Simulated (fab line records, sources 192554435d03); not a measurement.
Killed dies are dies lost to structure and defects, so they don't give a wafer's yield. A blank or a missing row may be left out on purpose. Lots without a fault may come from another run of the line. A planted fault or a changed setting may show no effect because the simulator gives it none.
Which tool did it? | flow n5_finfet | 8 lots, 23 wafers sampled, at 1 step of a route of 1938

WHAT THE GAUGES READ, wafer by wafer
N5_BEOL_M4_RC_MEAS_101.
lot  | measured     | on        | DIBL_N (mV/V)
L542 | day 10 04:10 | prober-02 | 35.8 37.9 38.2
L543 | day 10 18:43 | prober-02 | 36.3 36.4 37.7
L544 | day 10 20:14 | prober-01 | 38.9 38.3 37.0
L545 | day 10 22:04 | prober-02 | 35.3 35.9 36.4
L546 | day 10 22:27 | prober-01 | 35.6 36.5
L549 | day 12 03:53 | prober-02 | 34.5 35.9 35.9
L556 | day 13 14:01 | prober-01 | 37.1 37.2 38.8
L555 | day 13 15:26 | prober-02 | 34.6 35.0 37.1

WHICH TOOL RAN EACH LOT (tool, then ch and the chambers of the sampled wafers, then the start)
The record holds no process step before these readings.

THE ANSWER, worked out from the rows above alone
Rule: what is usual is taken from the lots themselves. Put in order of their means at a reading, lots are off if they are a third of the lots or fewer, leave a main group of 4 or more, and stand apart from it by a gap of 3 or more times the standard deviation of the main group's means; of several such gaps the widest counts. A main group whose means are all the same, to the digits that the tables above print for the reading, isn't used. A lot without any number at a reading at which 4 lots or more have one is off too. The other lots that the step has rows for count as sound.
No lot is off at any reading shown: from this, nothing can be told.

WHAT THE SIMULATOR HAD PUT IN
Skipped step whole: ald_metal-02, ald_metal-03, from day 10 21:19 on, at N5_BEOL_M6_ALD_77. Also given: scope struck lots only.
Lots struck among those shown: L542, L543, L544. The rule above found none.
